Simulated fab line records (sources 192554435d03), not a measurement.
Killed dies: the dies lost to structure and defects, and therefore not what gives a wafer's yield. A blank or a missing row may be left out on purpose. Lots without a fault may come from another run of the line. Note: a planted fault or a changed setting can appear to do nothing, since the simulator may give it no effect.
fab line records	flow n5Finfet
record lots=10	wafers=30	lastDay=18
route steps=1938 shown GATE_CUT@513 MOL_CONTACT_COAG@538 BEOL_M4@1111 PASSIVATION@1936
lots that met no fault: from a run of the same line without faults
startH: the number of hours between the record's first day and the start of the first shown wafer of the lot	waitH: how many hours have passed since the lot's step before this one	" identical to the entry in the row above	L1.1+2: a single row standing in for several wafers	- no value present, or no start provided	* or withheld: withheld	< > ~ a bound
route shown NAME@n: names a module that has steps shown in the file, with the first one's number in the route	usual: mean/standard deviation taken from wafers without a fault	same: alike in all rows	chamber/n: place in a boat	sites: per-site readings	_std_site: the values' standard deviation	_edge_site: the outer-site mean with the inner-site mean subtracted	radiusMm: how far each site lies from the wafer's centre	mask NAME#n: copy n	behind: the most recent tool/chamber to have shaped the wafer	hold: what put the lot on hold/how long, in hours/how the hold closed	device: the transistor (n, p or np) that didn't switch	end of line: tests of these same wafers at the route's end	a step given without rows: its recipe and nothing more	killed: at the first sort, the dies lost to defects and structure; wafer yield is something else	map: a wafer's dies, marking killed ones x, the rest . and places with no die _
set.NAME: the setting as run; set.NAME@STEP: as run at that earlier step	model.NAME: the simulator's own value behind a step, which no gauge read
route steps across a sampled set of lots; one table per step, one row per wafer
services: from which hour (startH, from the record's first day; less than 0 if before it) a tool's chamber was out of use, for how many hours, and why
## steps
# step N5_GATE_CUT_CMP_43
# recipe material=SiO2	postCmpClean=rinseOnly
# usual motorCurrentA=12.3/1.3
lot.wafer	tool	chamber	startH	waitH	motorCurrentA
L640.4	cmp-01	2	97.50	0.1	14.0
L640.2	"	3	"	"	10.5
L640.5	"	2	"	"	14.6
L644.2	cmp-04	2	119.08	0.0	13.5
L644.1	"	0	"	"	10.9
L644.6	"	3	"	"	10.4
L653.2	cmp-03	3	175.65	0.0	13.9
L653.3	"	0	"	"	11.0
L653.5	"	3	"	"	13.8
L654.3	cmp-03	1	179.79	0.2	13.3
L654.5	"	3	"	"	13.2
L654.6	"	0	"	"	11.0
L655.1	cmp-01	0	186.56	0.1	12.0
L655.3	"	1	"	"	13.3
L655.6	"	3	"	"	10.2
L656.1	cmp-03	3	196.21	0.0	12.1
L656.2	"	0	"	"	11.2
L656.3	"	1	"	"	13.0
L657.4	cmp-03	3	199.54	0.2	13.8
L657.2	"	0	"	"	10.5
L657.6	"	2	"	"	12.9
L658.2	cmp-01	0	204.97	0.1	11.6
L658.3	"	1	"	"	14.0
L658.6	"	3	"	"	10.6
L660.2	cmp-01	3	215.88	0.2	10.5
L660.6	"	1	"	"	13.3
L660.5	"	2	"	"	13.2
L661.4	cmp-01	0	220.00	0.1	11.5
L661.1	"	2	"	"	14.1
L661.5	"	0	"	"	11.7
# step N5_GATE_CUT_INSPECT_26
# recipe inspectInstrument=darkfield	mode=postCmp
# usual rawDefectCount=39/16
lot.wafer	tool	chamber	startH	waitH	rawDefectCount
L640.2	defectInspect-01	-	98.13	0.0	48
L640.4	"	-	"	"	41
L640.5	"	-	"	"	35
L644.1	defectInspect-01	-	119.79	0.0	42
L644.2	"	-	"	"	32
L644.6	"	-	"	"	31
L653.2	defectInspect-01	-	176.36	0.0	46
L653.3	"	-	"	"	38
L653.5	"	-	"	"	33
L654.3	defectInspect-02	-	180.35	0.0	65
L654.5	"	-	"	"	46
L654.6	"	-	"	"	42
L655.1	defectInspect-02	-	187.19	0.0	18
L655.3	"	-	"	"	46
L655.6	"	-	"	"	25
L656.1	defectInspect-02	-	196.93	0.0	44
L656.2	"	-	"	"	68
L656.3	"	-	"	"	33
L657.2	defectInspect-01	-	200.09	0.0	73
L657.4	"	-	"	"	20
L657.6	"	-	"	"	19
L658.2	defectInspect-02	-	205.61	0.0	54
L658.3	"	-	"	"	102
L658.6	"	-	"	"	66
L660.2	defectInspect-01	-	216.44	0.0	28
L660.5	"	-	"	"	55
L660.6	"	-	"	"	67
L661.1	defectInspect-02	-	220.63	0.0	25
L661.4	"	-	"	"	34
L661.5	"	-	"	"	32
# step N5_MOL_CONTACT_COAG_ETCH_110
# recipe chemistry=CF4/O2	target=Si	targetDepthA=25	timeS=8	pressureMtorr=100	sourceW=200	biasW=12	ionEnergyEv=60	Ar_flow_sccm=100	cf4FlowSccm=100	O2_flow_sccm=10
# usual biasW=11.99/0.037	drypumpMotorCurrentA=5.8/0.44	oesProductAu=0.81/0.087	rfVppV=129/3	showerheadPlenumPTorr=2.24/0.083	throttleValvePct=10.72/0.29
lot.wafer	tool	chamber	startH	waitH	biasW	drypumpMotorCurrentA	oesProductAu	rfHoursCounterH	rfVppV	showerheadPlenumPTorr	throttleValvePct
L640.2	rieDiel-03	1	98.83	0.0	12.01	5.9	0.90	21	127	2.29	10.82
L640.4	"	3	"	"	12.00	5.4	0.93	9	133	2.35	10.27
L640.5	"	1	"	"	12.00	5.9	0.90	-	128	2.29	10.79
L644.1	rieDiel-03	2	120.61	0.0	12.02	5.1	0.72	172	131	2.21	10.79
L644.2	"	3	"	"	11.98	5.4	0.90	20	132	2.35	10.29
L644.6	"	0	"	"	8.83	5.7	0.66	-	95	2.12	11.08
L653.2	rieDiel-03	3	177.90	0.0	11.96	5.4	0.85	43	134	2.34	10.34
L653.3	"	0	"	"	11.95	5.7	0.69	236	124	2.12	11.15
L653.5	"	1	"	"	11.95	5.9	0.82	-	128	2.28	10.89
L654.3	rieDiel-02	2	181.81	0.1	12.03	6.0	0.81	-	131	2.33	10.67
L654.5	"	0	"	"	11.98	6.4	0.72	-	131	2.13	10.97
L654.6	"	2	"	"	12.02	6.0	0.81	-	130	2.33	10.69
L655.1	rieDiel-03	2	189.04	0.0	11.99	5.1	0.70	203	131	2.20	10.87
L655.3	"	3	"	"	12.02	5.4	0.84	49	131	2.34	10.38
L655.6	"	0	"	"	11.98	5.7	0.70	-	124	2.11	11.13
L656.1	rieDiel-03	2	197.76	0.0	12.00	5.1	0.69	207	130	2.20	10.90
L656.2	"	0	"	"	11.95	5.7	0.70	245	123	2.11	11.17
L656.3	"	1	"	"	11.96	5.9	0.83	63	128	2.27	10.92
L657.2	rieDiel-02	1	200.79	0.0	12.07	6.2	0.92	18	128	2.35	10.33
L657.4	"	0	"	"	11.98	6.4	0.72	-	132	2.13	11.00
L657.6	"	1	"	"	12.07	6.2	0.92	-	129	2.35	10.33
L658.2	rieDiel-03	3	206.31	0.0	11.95	5.4	0.83	57	133	2.33	10.39
L658.3	"	0	"	"	11.97	5.7	0.69	248	121	2.11	11.17
L658.6	"	3	"	"	11.98	5.4	0.83	-	133	2.33	10.40
L660.2	rieDiel-03	1	217.29	0.0	11.98	5.9	0.81	71	128	2.27	10.95
L660.5	"	1	"	"	11.93	5.9	0.81	-	128	2.27	10.96
L660.6	"	3	"	"	11.96	5.4	0.83	-	133	2.33	10.40
L661.1	rieDiel-02	1	221.45	0.0	11.99	6.2	0.88	27	130	2.35	10.35
L661.4	"	0	"	"	12.03	6.4	0.71	-	133	2.12	11.01
L661.5	"	1	"	"	12.03	6.2	0.89	-	129	2.35	10.36
# step N5_MOL_CONTACT_COAG_SPUTTER_143
# recipe material=Co	targetThkA=25	tempC=25	chamberPressurePa=0.2
# usual throttleValvePct=29.9/1.1
lot.wafer	tool	chamber	startH	waitH	throttleValvePct
L640.2	pvdSputter-01	-	102.37	0.0	31.3
L640.4	"	-	"	"	30.3
L640.5	"	-	"	"	31.1
L644.1	pvdSputter-02	-	123.71	0.0	28.8
L644.2	"	-	"	"	30.3
L644.6	"	-	"	"	30.5
L653.2	pvdSputter-01	-	179.47	0.0	30.1
L653.3	"	-	"	"	30.3
L653.5	"	-	"	"	30.6
L654.3	pvdSputter-02	-	185.15	0.0	29.0
L654.5	"	-	"	"	29.0
L654.6	"	-	"	"	28.3
L655.1	pvdSputter-01	-	191.84	0.0	31.1
L655.3	"	-	"	"	30.3
L655.6	"	-	"	"	30.0
L656.1	pvdSputter-03	-	200.87	0.0	28.9
L656.2	"	-	"	"	31.0
L656.3	"	-	"	"	28.2
L657.2	pvdSputter-03	-	202.74	0.0	30.9
L657.4	"	-	"	"	29.1
L657.6	"	-	"	"	29.0
L658.2	pvdSputter-02	-	208.66	0.0	29.4
L658.3	"	-	"	"	30.4
L658.6	"	-	"	"	28.6
L660.2	pvdSputter-03	-	218.64	0.0	28.9
L660.5	"	-	"	"	31.3
L660.6	"	-	"	"	28.2
L661.1	pvdSputter-02	-	223.09	0.0	29.0
L661.4	"	-	"	"	30.3
L661.5	"	-	"	"	30.4
# step N5_BEOL_M4_RC_MEAS_101
# usual DIBL_N=36.3/1.9	DIBL_P=36.0/2.1	IOFF_N=0.16/0.031	IOFF_P=0.21/0.035	ION_N=675/14	ION_P=464/8.5	SS_N=71.5/0.6	SS_P=73.3/0.72	VT_N=250/3.2	VT_P=-250/3.1
lot.wafer	tool	chamber	startH	waitH	DIBL_N[mV/V]	DIBL_P[mV/V]	IOFF_N[nA/um]	IOFF_P[nA/um]	ION_N[uA/um]	ION_P[uA/um]	SS_N[mV/dec]	SS_P[mV/dec]	VT_N[mV]	VT_P[mV]
L640.2	prober-02	0	173.52	0.2	33.9	34.2	0.12	0.18	658	458	71.0	72.4	252	-251
L640.4	"	0	"	"	36.2	36.9	0.16	0.23	668	462	71.5	73.3	250	-248
L640.5	"	0	"	"	35.7	35.3	0.14	0.21	656	454	70.8	72.4	252	-249
L644.1	prober-01	0	192.67	0.0	34.9	35.4	0.14	0.21	667	468	71.2	72.8	249	-248
L644.2	"	0	"	"	33.6	34.7	0.13	0.20	671	470	71.3	72.7	250	-248
L644.6	"	0	"	"	33.5	34.2	0.14	0.21	681	481	71.0	72.3	249	-247
L653.2	prober-01	0	285.25	0.2	37.7	35.8	0.17	0.22	691	473	72.6	73.5	248	-246
L653.3	"	0	"	"	36.4	34.5	0.15	0.19	675	462	72.1	72.9	250	-251
L653.5	"	0	"	"	37.2	34.4	0.16	0.19	676	460	72.3	72.9	251	-251
L660.2	prober-02	0	288.12	0.2	38.4	36.3	0.17	0.21	663	453	72.6	73.2	250	-250
L660.5	"	0	"	"	35.6	34.7	0.12	0.19	668	464	71.1	73.2	252	-251
L660.6	"	0	"	"	38.0	37.4	0.16	0.22	676	460	72.0	74.0	248	-246
L655.1	prober-02	0	295.30	0.0	39.3	40.2	0.22	0.29	696	484	72.3	74.4	246	-245
L655.3	"	0	"	"	36.0	35.6	0.15	0.19	694	475	70.8	73.4	249	-251
L655.6	"	0	"	"	36.2	36.0	0.15	0.20	686	472	71.5	73.3	249	-252
L654.3	prober-01	0	302.67	0.3	33.1	32.6	0.11	0.14	665	450	69.9	72.3	255	-255
L654.5	"	0	"	"	37.4	37.9	0.17	0.21	680	470	71.8	73.6	253	-252
L654.6	"	0	"	"	33.9	34.1	0.12	0.15	664	453	70.9	72.7	254	-255
L657.2	prober-02	0	307.71	0.2	37.5	35.8	0.16	0.21	694	471	71.5	74.1	249	-249
L657.4	"	0	"	"	39.9	38.6	0.21	0.25	683	462	72.6	74.0	245	-247
L657.6	"	0	"	"	40.5	39.5	0.24	0.27	715	481	72.2	74.0	244	-245
L656.1	prober-01	0	313.40	0.0	38.9	37.9	0.18	0.24	673	462	71.4	74.0	248	-249
L656.2	"	0	"	"	36.9	34.5	0.15	0.19	673	456	71.2	73.6	249	-252
L656.3	"	0	"	"	37.8	36.4	0.15	0.22	648	451	72.2	74.2	253	-252
L658.2	prober-01	0	321.02	0.2	36.4	36.4	0.18	0.21	668	460	72.1	73.0	249	-249
L658.3	"	0	"	"	36.8	38.3	0.19	0.24	685	466	71.9	74.0	247	-248
L658.6	"	0	"	"	36.2	37.6	0.18	0.25	681	469	71.6	74.3	246	-246
L661.1	prober-02	0	324.58	0.0	35.8	36.4	0.15	0.23	676	469	72.4	73.1	251	-249
L661.4	"	0	"	"	34.3	34.6	0.13	0.19	673	465	71.7	72.1	253	-250
L661.5	"	0	"	"	36.3	36.0	0.15	0.21	676	465	72.0	72.5	251	-249
# step N5_PASSIVATION_PROBE_49
# usual defectLimitedYield=91.0/1.5	killed_at_M0_to_M3=32/9.6	killed_at_M4_up=13/4.7	killedAtContacts=13/7.2	killedAtFrontEnd=44/13	killedAtOther=4/3.4	killedDies=106/18	killedOpen=70/13	killedShort=35/8	sort_bin_5_function=5.3/0.97	sort_bin_6_memory=3.4/0.73	sortNPass=1074/18	sortYieldPct=91.0/1.5
# same grossDies=1180	killedAtBackSide=0	sort_bin_4_leakage[%]=0	sort_bin_8_speed[%]=0
lot.wafer	tool	chamber	startH	waitH	defectLimitedYield[%]	killed_at_M0_to_M3	killed_at_M4_up	killedAtContacts	killedAtFrontEnd	killedAtOther	killedDies	killedOpen	killedShort	sort_bin_5_function[%]	sort_bin_6_memory[%]	sortNPass	sortYieldPct[%]
L640.2	prober-01	-	258.65	0.1	90.3	38	14	19	44	0	115	74	41	5.3	3.9	1065	90.3
L640.4	prober-01	-	258.75	0.2	92.5	27	10	12	37	3	89	57	30	3.9	3.4	1091	92.5
L640.5	prober-01	-	258.80	0.2	93.0	19	13	15	35	1	83	65	18	3.6	3.2	1097	93.0
L644.1	prober-02	-	272.64	0.0	91.5	27	14	13	44	2	100	64	35	5.1	3.1	1080	91.5
L644.2	prober-02	-	272.69	0.1	92.5	27	11	6	42	2	88	51	36	4.4	2.6	1092	92.5
L644.6	prober-02	-	272.89	0.3	90.1	29	17	13	56	2	117	82	33	5.9	3.6	1063	90.1
L653.2	prober-02	-	375.95	0.1	92.5	41	8	6	32	2	89	59	28	5.2	2.1	1091	92.5
L653.3	prober-02	-	376.00	0.1	92.2	36	12	14	30	0	92	56	34	4.8	2.7	1088	92.2
L653.5	prober-02	-	376.10	0.2	93.9	22	15	14	20	1	72	46	23	3.2	2.6	1108	93.9
L660.2	prober-02	-	392.72	0.1	88.6	46	11	12	63	3	135	90	42	5.8	5.3	1045	88.6
L660.5	prober-02	-	392.87	0.2	91.0	37	11	9	42	7	106	70	32	5.7	2.7	1074	91.0
L660.6	prober-02	-	392.92	0.3	90.5	35	10	9	52	6	112	68	44	5.3	3.9	1068	90.5
L655.1	prober-02	-	396.76	0.0	89.8	41	14	8	56	1	120	80	33	6.2	3.6	1060	89.8
L655.3	prober-02	-	396.86	0.1	90.6	41	10	5	52	3	111	77	29	5.1	3.9	1069	90.6
L655.6	prober-02	-	397.01	0.3	90.7	25	10	28	47	0	110	74	30	5.9	2.5	1070	90.7
L656.1	prober-01	-	425.08	0.0	89.5	33	16	26	47	2	124	87	36	5.8	4.3	1056	89.5
L656.2	prober-01	-	425.13	0.1	91.6	31	7	15	43	3	99	60	37	4.7	3.3	1081	91.6
L656.3	prober-01	-	425.18	0.1	91.0	22	11	20	50	3	106	63	42	5.3	3.2	1074	91.0
L654.3	prober-02	-	425.17	0.1	89.3	19	11	13	76	7	126	68	55	6.4	3.9	1054	89.3
L654.5	prober-02	-	425.27	0.2	91.3	29	17	12	42	3	103	58	37	5.4	3.0	1077	91.3
L654.6	prober-02	-	425.32	0.3	90.3	43	10	10	47	5	115	76	30	4.7	4.2	1065	90.3
L661.1	prober-01	-	432.54	0.0	92.1	27	17	8	36	5	93	61	32	4.0	3.7	1087	92.1
L661.4	prober-01	-	432.69	0.2	92.5	25	12	7	41	3	88	51	37	4.3	2.7	1092	92.5
L661.5	prober-01	-	432.74	0.2	90.4	35	18	14	44	2	113	78	35	5.7	3.6	1067	90.4
L658.2	prober-01	-	432.89	0.2	91.0	24	21	11	49	1	106	71	34	5.4	3.3	1074	91.0
L658.3	prober-01	-	432.94	0.2	93.1	18	19	11	31	2	81	50	30	4.5	2.3	1099	93.1
L658.6	prober-01	-	433.09	0.4	91.6	10	33	12	41	3	99	66	31	4.7	3.5	1081	91.6
# killed by level:class
L640.2 FIN_SAQP:geometricParticle:short=14 MOL_CONTACT_COAG:geometricParticle:open=14 BEOL_M4:geometricParticle:open=10 BEOL_M2:geometricParticle:open=8 FIN_SAQP:geometricParticle:open=7 BEOL_M3:geometricParticle:open=7 GATE_CUT:geometricParticle:short=6 BEOL_M1:geometricParticle:open=6
L640.4 BEOL_M2:geometricParticle:open=15 MOL_CONTACT_COAG:geometricParticle:open=7 STI_FIN_REVEAL:geometricParticle:open=6 FIN_SAQP:geometricParticle:open=6 BEOL_M3:geometricParticle:open=6 MOL_CONTACT_COAG:geometricParticle:short=5 STARTING-WAFER:geometricParticle:short=5 FIN_SAQP:geometricParticle:short=4
L640.5 MOL_CONTACT_COAG:geometricParticle:open=13 FIN_SAQP:geometricParticle:open=12 BEOL_M4:geometricParticle:open=9 FIN_SAQP:geometricParticle:short=8 BEOL_M3:geometricParticle:open=8 BEOL_M2:geometricParticle:open=6 STI_FIN_REVEAL:geometricParticle:open=3 DUMMY_GATE:geometricParticle:open=3
L644.1 STI_FIN_REVEAL:geometricParticle:open=9 MOL_CONTACT_COAG:geometricParticle:open=9 BEOL_M3:geometricParticle:open=8 BEOL_M0_SAQP:geometricParticle:open=7 FIN_SAQP:geometricParticle:short=6 BEOL_M2:geometricParticle:open=6 GATE_CUT:geometricParticle:short=6 STARTING-WAFER:geometricParticle:short=6
L644.2 STI_FIN_REVEAL:geometricParticle:open=10 FIN_SAQP:geometricParticle:short=8 BEOL_M0_SAQP:geometricParticle:short=8 FIN_SAQP:geometricParticle:open=7 BEOL_M0_SAQP:geometricParticle:open=6 BEOL_M2:geometricParticle:open=5 STARTING-WAFER:geometricParticle:short=5 BEOL_M4:geometricParticle:open=4
L644.6 STI_FIN_REVEAL:geometricParticle:open=28 BEOL_M0_SAQP:geometricParticle:open=10 MOL_CONTACT_COAG:geometricParticle:open=9 BEOL_M4:geometricParticle:open=9 BEOL_M0_SAQP:geometricParticle:short=8 FIN_SAQP:geometricParticle:open=6 FIN_SAQP:geometricParticle:short=5 GATE_CUT:geometricParticle:short=4
L653.2 BEOL_M0_SAQP:geometricParticle:open=16 FIN_SAQP:geometricParticle:short=9 BEOL_M0_SAQP:geometricParticle:short=9 DUMMY_GATE:geometricParticle:open=6 MOL_CONTACT_COAG:geometricParticle:open=6 FIN_SAQP:geometricParticle:open=5 BEOL_M1:geometricParticle:open=4 BEOL_M2:geometricParticle:open=4
L653.3 BEOL_M0_SAQP:geometricParticle:open=13 MOL_CONTACT_COAG:geometricParticle:open=12 FIN_SAQP:geometricParticle:short=9 BEOL_M0_SAQP:geometricParticle:short=8 FIN_SAQP:geometricParticle:open=7 BEOL_M2:geometricParticle:open=6 GATE_CUT:geometricParticle:short=3 BEOL_M4:geometricParticle:open=3
L653.5 MOL_CONTACT_COAG:geometricParticle:open=12 BEOL_M0_SAQP:geometricParticle:open=8 BEOL_M0_SAQP:geometricParticle:short=7 FIN_SAQP:geometricParticle:open=6 BEOL_M4:geometricParticle:open=6 BEOL_M3:geometricParticle:open=4 STARTING-WAFER:geometricParticle:short=3 STARTING-WAFER:geometricParticle:open=3
L660.2 STI_FIN_REVEAL:geometricParticle:open=20 BEOL_M2:geometricParticle:open=14 FIN_SAQP:geometricParticle:short=11 FIN_SAQP:geometricParticle:open=10 BEOL_M3:geometricParticle:open=10 MOL_CONTACT_COAG:geometricParticle:open=8 BEOL_M0_SAQP:geometricParticle:short=6 BEOL_M0_SAQP:geometricParticle:open=5
L660.5 STI_FIN_REVEAL:geometricParticle:open=10 BEOL_M0_SAQP:geometricParticle:open=10 FIN_SAQP:geometricParticle:open=9 BEOL_M0_SAQP:geometricParticle:short=9 BEOL_M3:geometricParticle:open=7 BEOL_M4:geometricParticle:open=7 FIN_SAQP:geometricParticle:short=6 MOL_CONTACT_COAG:geometricParticle:open=6
L660.6 STI_FIN_REVEAL:geometricParticle:open=16 FIN_SAQP:geometricParticle:short=10 FIN_SAQP:geometricParticle:open=9 BEOL_M0_SAQP:geometricParticle:short=9 BEOL_M1:geometricParticle:open=8 MOL_CONTACT_COAG:geometricParticle:open=6 BEOL_M3:geometricParticle:open=6 BEOL_M4:geometricParticle:open=6
L655.1 STI_FIN_REVEAL:geometricParticle:open=24 BEOL_M3:geometricParticle:open=10 BEOL_M1:geometricParticle:open=9 FIN_SAQP:geometricParticle:open=7 FIN_SAQP:geometricParticle:short=5 MOL_CONTACT_COAG:geometricParticle:open=5 BEOL_M0_SAQP:geometricParticle:short=5 BEOL_M4:geometricParticle:open=5
L655.3 STI_FIN_REVEAL:geometricParticle:open=12 DUMMY_GATE:geometricParticle:open=11 FIN_SAQP:geometricParticle:open=10 BEOL_M1:geometricParticle:open=10 BEOL_M2:geometricParticle:open=8 BEOL_M4:geometricParticle:open=7 BEOL_M3:geometricParticle:short=6 BEOL_M3:geometricParticle:open=5
L655.6 MOL_CONTACT_COAG:geometricParticle:open=19 STI_FIN_REVEAL:geometricParticle:open=14 MOL_CONTACT_COAG:geometricParticle:short=9 BEOL_M4:geometricParticle:open=7 FIN_SAQP:geometricParticle:short=6 FIN_SAQP:geometricParticle:open=6 BEOL_M0_SAQP:geometricParticle:open=5 BEOL_M0_SAQP:geometricParticle:short=5
L656.1 MOL_CONTACT_COAG:geometricParticle:open=22 STI_FIN_REVEAL:geometricParticle:open=18 BEOL_M0_SAQP:geometricParticle:short=11 BEOL_M0_SAQP:geometricParticle:open=7 BEOL_M1:geometricParticle:open=7 FIN_SAQP:geometricParticle:open=6 BEOL_M8:geometricParticle:open=6 DUMMY_GATE:geometricParticle:open=5
L656.2 MOL_CONTACT_COAG:geometricParticle:open=12 STI_FIN_REVEAL:geometricParticle:open=9 BEOL_M0:geometricParticle:open=7 STARTING-WAFER:geometricParticle:short=7 BEOL_M0_SAQP:geometricParticle:short=6 BEOL_M0_SAQP:geometricParticle:open=6 STI_FIN_REVEAL:geometricParticle:short=5 FIN_SAQP:geometricParticle:short=4
L654.3 FIN_SAQP:geometricParticle:short=28 FIN_SAQP:geometricParticle:open=23 MOL_CONTACT_COAG:geometricParticle:open=9 GATE_CUT:geometricParticle:short=8 ILD0:geometricParticle:open=6 BEOL_M2:geometricParticle:open=6 BEOL_M4:geometricParticle:open=5 STARTING-WAFER:geometricParticle:open=4
L656.3 MOL_CONTACT_COAG:geometricParticle:open=15 STI_FIN_REVEAL:geometricParticle:open=12 BEOL_M0_SAQP:geometricParticle:short=8 STI_FIN_REVEAL:geometricParticle:short=7 GATE_CUT:geometricParticle:short=6 MOL_CONTACT_COAG:geometricParticle:short=5 BEOL_M1:geometricParticle:open=5 BEOL_M3:geometricParticle:open=5
L654.5 FIN_SAQP:geometricParticle:short=16 MOL_CONTACT_COAG:geometricParticle:open=10 BEOL_M0_SAQP:geometricParticle:short=8 BEOL_M3:geometricParticle:open=8 FIN_SAQP:geometricParticle:open=7 STI_FIN_REVEAL:geometricParticle:open=5 BEOL_M0_SAQP:geometricParticle:open=4 BEOL_M0:geometricParticle:open=4
L654.6 FIN_SAQP:geometricParticle:open=13 BEOL_M2:geometricParticle:open=13 MOL_CONTACT_COAG:geometricParticle:open=10 BEOL_M0_SAQP:geometricParticle:short=10 BEOL_M0_SAQP:geometricParticle:open=7 FIN_SAQP:geometricParticle:short=6 HKMG_FIN:areaEtch=6 GATE_CUT:geometricParticle:open=5
L661.1 STI_FIN_REVEAL:geometricParticle:open=9 FIN_SAQP:geometricParticle:open=7 BEOL_M4:geometricParticle:open=7 FIN_SAQP:geometricParticle:short=5 MOL_CONTACT_COAG:geometricParticle:open=5 BEOL_M1:geometricParticle:open=5 BEOL_M3:geometricParticle:open=5 DUMMY_GATE:geometricParticle:open=4
L661.4 BEOL_M1:geometricParticle:open=8 STI_FIN_REVEAL:geometricParticle:open=6 GATE_CUT:geometricParticle:short=6 BEOL_M0_SAQP:geometricParticle:open=6 BEOL_M4:geometricParticle:open=6 DUMMY_GATE:geometricParticle:short=5 MOL_CONTACT_COAG:geometricParticle:open=5 FIN_SAQP:geometricParticle:open=4
L661.5 MOL_CONTACT_COAG:geometricParticle:open=14 FIN_SAQP:geometricParticle:open=12 STI_FIN_REVEAL:geometricParticle:open=11 FIN_SAQP:geometricParticle:short=10 BEOL_M4:geometricParticle:open=9 BEOL_M1:geometricParticle:open=9 BEOL_M0_SAQP:geometricParticle:open=6 BEOL_M0_SAQP:geometricParticle:short=4
L658.2 FIN_SAQP:geometricParticle:open=12 STI_FIN_REVEAL:geometricParticle:open=12 BEOL_M5:geometricParticle:open=7 FIN_SAQP:geometricParticle:short=7 MOL_CONTACT_COAG:geometricParticle:open=7 BEOL_M4:geometricParticle:open=7 BEOL_M0_SAQP:geometricParticle:open=6 GATE_CUT:geometricParticle:short=5
L658.3 STI_FIN_REVEAL:geometricParticle:open=10 FIN_SAQP:geometricParticle:short=9 MOL_CONTACT_COAG:geometricParticle:open=7 BEOL_M4:geometricParticle:open=7 BEOL_M2:geometricParticle:open=6 FIN_SAQP:geometricParticle:open=4 MOL_CONTACT_COAG:geometricParticle:short=4 BEOL_M0_SAQP:geometricParticle:open=3
L658.6 BEOL_M4:geometricParticle:open=16 GATE_CUT:geometricParticle:short=9 MOL_CONTACT_COAG:geometricParticle:open=8 BEOL_M7:geometricParticle:open=7 STI_FIN_REVEAL:geometricParticle:open=6 FIN_SAQP:geometricParticle:open=5 DUMMY_GATE:geometricParticle:open=4 MOL_CONTACT_COAG:geometricParticle:short=4
## services
tool	chamber	startH	hours	kind
cmp-04	-	84.65	1.4	repair
cmp-03	-	90.52	1.1	repair
cmp-04	-	93.13	3.8	repair
pvdSputter-01	-	95.01	3.0	repair
pvdSputter-02	-	100.00	1.3	repair
rieDiel-03	2	103.38	6.4	repair
cmp-04	-	104.29	4.8	pm
rieDiel-03	0	107.48	11.9	repair
cmp-04	-	110.98	0.7	repair
rieDiel-02	1	132.22	-	clean
rieDiel-02	1	132.22	-	consumableReplace:focusRing
rieDiel-02	1	132.22	-	consumableReplace:showerhead
rieDiel-02	1	132.22	12.2	scheduledDown
rieDiel-02	1	132.22	12.2	ventCycle
cmp-03	-	153.60	5.6	pm
cmp-01	-	156.94	4.0	pm
cmp-01	-	160.94	-	consumableReplace:conditioner
cmp-01	-	160.94	-	consumableReplace:pad
rieDiel-02	1	162.01	21.4	repair
rieDiel-02	3	179.16	26.0	repair
cmp-04	-	179.71	17.3	pm
cmp-01	-	180.89	3.8	repair
cmp-04	-	208.65	19.4	repair
## key
firstSign step=N5_MOL_CONTACT_COAG_ETCH_110	reading=biasW	direction=down	sigmas=85	usual=*	struck=*
effect step=N5_MOL_CONTACT_COAG_ETCH_110	reading=rfVppV	direction=down	sigmas=11	usual=129	struck=95
metAt N5_MOL_CONTACT_COAG_ETCH_110
struckLots L644
struckWafers L644.6
notActingAt N5_GATE_CUT_CMP_43,N5_GATE_CUT_INSPECT_26,N5_MOL_CONTACT_COAG_SPUTTER_143
fault kind=processParameterDrift	tool=rieDiel-03	chamber=0	onsetH=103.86	steps=N5_MOL_CONTACT_COAG_ETCH_110	channel=biasW	offset=*	shape=step	endH=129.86	actsIn=*	stated=*
